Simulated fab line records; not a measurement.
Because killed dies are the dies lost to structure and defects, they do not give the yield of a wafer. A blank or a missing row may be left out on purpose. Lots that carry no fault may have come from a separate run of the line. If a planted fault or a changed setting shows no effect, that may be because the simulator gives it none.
Matching of chambers    flow nand harc    4 sister chambers for NHARC_A_BONDPAD_CMP_29 on cmp-02
The step polishes SiCN, target thk 200 nm. 8 wafers are shown with their chamber, then 12 later ones without.

WAFERS WITH THEIR CHAMBER
wafer   chamber  motor current A (A)
L088.6  3        10.9
L089.2  0        13.0
L090.1  1        10.8
L090.3  3        10.9
L090.4  2        10.7
L090.2  0        12.8
L090.5  2        10.8
L090.6  1        10.5

WAFERS WITHOUT THEIR CHAMBER
wafer   motor current A (A)
L092.1  11.1
L092.4  10.9
L092.6  10.6
L095.3  10.6
L095.4  12.5
L095.5  10.5
L096.1  13.1
L096.4  10.3
L096.6  11.0
L097.3  12.4
L097.4  11.0
L097.6  12.6

CHAMBER TAKEN BY EACH
wafer   from the rows above           in truth
L092.1  can't be placed: 3 or 2 or 1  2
L092.4  can't be placed: 3 or 2 or 1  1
L092.6  can't be placed: 1 or 2 or 3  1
L095.3  can't be placed: 1 or 2 or 3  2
L095.4  0                             0
L095.5  can't be placed: 1 or 2 or 3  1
L096.1  0                             0
L096.4  can't be placed: 1 or 2 or 3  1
L096.6  can't be placed: 3 or 2 or 1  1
L097.3  0                             0
L097.4  can't be placed: 3 or 2 or 1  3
L097.6  0                             0
Correct placement for 4 of the 12. Can't be placed from these rows: 8 (the true chamber is among the candidates in 8). Wrongly placed: 0.
How it was worked out, from the rows above alone: a wafer's distance from a chamber is the root of the sum, over the readings, of the square of ((its reading less the chamber's mean) divided by the reading's scatter). The wafer belongs to the nearest chamber; if the next one is less than 2 further off, it can't be placed. A chamber's mean is the mean of its shown wafers. The scatter: take each reading less its chamber's mean, square it, sum over the shown wafers, divide by the number of wafers less the number of chambers, and take the root.
